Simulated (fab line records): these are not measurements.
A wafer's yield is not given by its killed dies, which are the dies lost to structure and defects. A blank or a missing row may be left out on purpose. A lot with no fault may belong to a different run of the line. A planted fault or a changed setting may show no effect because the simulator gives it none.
Chamber matching -- flow nand-harc -- NHARC_P_ZERO_WELL_DESCUM_54 on rie-diel-07 has 4 sister chambers
The step chemistry O2, time 3 s. 16 wafers are shown with their chamber, then 8 later ones without.

WAFERS, EACH WITH ITS CHAMBER
wafer,chamber,oes-product-au (a.u.),rf-vpp-V (V),throttle-valve-pct (%)
L075.1,1,0.996,58.7,11.312
L075.2,2,1.006,58.3,11.315
L075.4,3,0.981,56.9,11.304
L086.1,0,1.004,57.3,11.303
L086.5,1,0.998,58.4,11.310
L086.6,2,1.020,57.9,11.294
L087.1,2,1.028,57.1,11.313
L087.3,3,0.991,57.9,11.306
L087.5,2,1.014,56.9,11.313
L089.1,2,1.010,58.1,11.324
L089.3,0,1.006,56.4,11.307
L089.6,2,1.003,57.4,11.306
L091.1,2,1.010,57.1,11.303
L091.3,0,0.990,57.4,11.312
L091.4,3,0.988,57.8,11.324
L094.3,0,1.007,57.3,11.296

SIGNATURES (averages over the wafers above)
reading,chamber 0,chamber 1,chamber 2,chamber 3,scatter within a chamber
oes-product-au,1.00175,0.99700,1.01300,0.98667,0.00756
rf-vpp-V,57.100,58.550,57.543,57.533,0.512
throttle-valve-pct,11.30450,11.31100,11.30971,11.31133,0.00886
Rule: distance of a wafer from a chamber = root of the sum over the readings of ((wafer's reading minus chamber's mean) / reading's scatter) squared. The wafer belongs to the nearest chamber; if the next one is less than 2 further off, it can't be placed. The scatter is the square root of a quotient: the sum, over the shown wafers, of each reading's squared deviation from its chamber's mean, divided by wafers minus chambers.

WAFERS WITHOUT THEIR CHAMBER
wafer,oes-product-au (a.u.),rf-vpp-V (V),throttle-valve-pct (%)
L094.4,1.013,59.7,11.319
L094.5,1.004,58.3,11.305
L095.1,1.008,58.5,11.314
L095.2,1.013,58.1,11.317
L095.4,1.002,58.1,11.301
L097.1,1.003,57.5,11.314
L097.5,0.998,56.3,11.318
L097.6,0.997,57.2,11.312

EACH ONE'S CHAMBER
wafer,from the rows above,in truth
L094.4,can't be placed: 1 or 2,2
L094.5,can't be placed: 1 or 2 or 0 or 3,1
L095.1,can't be placed: 1 or 2 or 0 or 3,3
L095.2,can't be placed: 2 or 1 or 0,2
L095.4,can't be placed: 1 or 0 or 2 or 3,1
L097.1,can't be placed: 0 or 2 or 3 or 1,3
L097.5,can't be placed: 0 or 3 or 2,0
L097.6,can't be placed: 0 or 3 or 2 or 1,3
Correctly placed: 0 of 8. These rows do not allow placing 8 (true chamber among the candidates in 8). 0 placed wrongly.
